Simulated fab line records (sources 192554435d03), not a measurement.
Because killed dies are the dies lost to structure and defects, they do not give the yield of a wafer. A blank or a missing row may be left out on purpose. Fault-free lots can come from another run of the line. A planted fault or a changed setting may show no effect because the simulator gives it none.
Split-lot trial + flow n5Finfet + 21 wafers read across 7 lots, on a route 1938 steps long

## THE SPLIT ITSELF
At N5_SDB_ETCH_25 (etches SiO2 in C4F6/O2, target depth 10 nm, time 3.3 s), the setting timeS was moved away from the recipe's 3.3 s on 3 of the 21 wafers read, by -17.9% to -11.2%. All remaining wafers had this setting at the recipe value.

Reading taken at the split's own step.

## THE READING
etch.depthNm (the simulator's own value, which no gauge read), in nm, at N5_SDB_ETCH_25 (etches SiO2 in C4F6/O2, target depth 10 nm, time 3.3 s). The file gives no usual value for it. Average 10.003 nm, standard deviation 0.12 nm, over the 18 wafers here run with the recipe.

| wafer  | tool, chamber at the split | timeS as run, s | against the recipe | etch.depthNm, nm | against lot-mates on the recipe |
|--------|----------------------------|-----------------|--------------------|------------------|---------------------------------|
| L075.3 | rieDiel-04, 1              | 3.3             | recipe             | 10.15            | -                               |
| L075.5 | rieDiel-04, 0              | 3.3             | recipe             | 10.1             | -                               |
| L075.6 | rieDiel-04, 3              | 3.3             | recipe             | 10.14            | -                               |
| L085.1 | rieDiel-01, 0              | 3.3             | recipe             | 10.08            | -                               |
| L085.5 | rieDiel-01, 2              | 3.3             | recipe             | 9.814            | -                               |
| L085.6 | rieDiel-01, 1              | 2.709           | -17.9%             | 8.272            | -1.675                          |
| L088.2 | rieDiel-01, 2              | 2.713           | -17.8%             | 8.048            | -2.067                          |
| L088.4 | rieDiel-01, 0              | 3.3             | recipe             | 10.12            | -                               |
| L088.6 | rieDiel-01, 3              | 3.3             | recipe             | 10.11            | -                               |
| L089.1 | rieDiel-04, 3              | 3.3             | recipe             | 10.13            | -                               |
| L089.4 | rieDiel-04, 1              | 3.3             | recipe             | 10.06            | -                               |
| L089.6 | rieDiel-04, 2              | 3.3             | recipe             | 9.869            | -                               |
| L093.1 | rieDiel-05, 0              | 2.93            | -11.2%             | 8.896            | -1.035                          |
| L093.3 | rieDiel-05, 3              | 3.3             | recipe             | 9.87             | -                               |
| L093.6 | rieDiel-05, 0              | 3.3             | recipe             | 9.993            | -                               |
| L095.2 | rieDiel-04, 3              | 3.3             | recipe             | 9.996            | -                               |
| L095.5 | rieDiel-04, 0              | 3.3             | recipe             | 9.999            | -                               |
| L095.6 | rieDiel-04, 3              | 3.3             | recipe             | 9.937            | -                               |
| L096.2 | rieDiel-05, 2              | 3.3             | recipe             | 9.763            | -                               |
| L096.3 | rieDiel-05, 0              | 3.3             | recipe             | 9.995            | -                               |
| L096.6 | rieDiel-05, 0              | 3.3             | recipe             | 9.937            | -                               |

THE FIT
A straight line over all 21 wafers: etch.depthNm changes by +0.103 nm for each +1% of timeS; r = +0.98; the points scatter about the line by 0.12 nm.
The same after taking each lot's own level away (the mean of its wafers on the recipe; 21 wafers): +0.103 nm for each +1%; r = +0.99; scatter 0.11 nm.
Per that fit: largest timeS move, reading shift of 1.8 nm.
Measured against the standard deviation above, the lots' own levels, which go from 9.8983 to 10.1300 nm, span 2.0 times it.
So the lot-to-lot level changes the slope little: the two slopes agree.
Check: for one of the wafers moved furthest among these (-17.9%), held out of the fit, the line's prediction against its lot-mates is -1.96 nm. Against them it came out at -1.67 nm.

## OTHER SPLITS APPLIED TO THESE WAFERS
Note: prior to the reading, these wafers also went through further splits. Each is held against what the fit with the lots' levels taken away leaves over:
| other split on the same wafers | wafers away from the commonest value | r with etch.depthNm (lot level and that fit taken away) |
|--------------------------------|--------------------------------------|---------------------------------------------------------|
| N5_SD_EPI_N_COAT_32 spinRpm    | 7                                    | -0.34                                                   |
| N5_SD_EPI_P_EPI_21 tempC       | 4                                    | -0.04                                                   |

## FILE'S OWN FIT
etch.depthNm changes by +0.103 nm for each +1% of timeS, r = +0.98.
